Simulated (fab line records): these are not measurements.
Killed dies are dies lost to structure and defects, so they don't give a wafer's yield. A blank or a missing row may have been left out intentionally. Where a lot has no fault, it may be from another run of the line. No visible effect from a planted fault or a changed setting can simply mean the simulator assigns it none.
Matching of chambers -- flow nand_harc -- cmp-01 running NHARC_A_WL_FILL_CMP_12: 4 sister chambers
The step polishes, t overpolish 30 s, target thk 75 nm. 4 wafers are shown with their chamber, then 7 later ones without.

== WAFERS WITH THEIR CHAMBER ==
wafer,chamber,time_to_endpoint_s (s)
L084.6,2,15.9
L089.3,3,14.0
L096.2,1,13.7
L096.3,0,12.6

== WAFERS WITHOUT THEIR CHAMBER ==
wafer,time_to_endpoint_s (s)
L096.6,13.4
L097.1,14.6
L097.2,11.9
L097.4,14.6
L095.1,14.1
L095.2,12.1
L095.5,10.6

== WHICH CHAMBER EACH ONE RAN IN ==
wafer,from the rows above,in truth
L096.6,can't be placed: 1 or 3 or 0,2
L097.1,can't be placed: 3 or 1 or 2 or 0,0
L097.2,can't be placed: 0 or 1 or 3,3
L097.4,can't be placed: 3 or 1 or 2 or 0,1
L095.1,can't be placed: 3 or 1 or 0 or 2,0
L095.2,can't be placed: 0 or 1 or 3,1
L095.5,can't be placed: 0 or 1 or 3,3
0 of 7 placed correctly. These rows do not allow placing 7 (true chamber among the candidates in 6). 0 placed wrongly.
How it was worked out, from the rows above alone: a wafer's distance from a chamber is the root of the sum, over the readings, of the square of ((its reading less the chamber's mean) divided by the reading's scatter). The wafer belongs to the nearest chamber; if the next one is less than 2 further off, it can't be placed. The mean given for a chamber averages the wafers shown for that chamber. The scatter: root of mean squared gap, hidden wafer to nearest shown wafer, with one shown wafer a chamber.
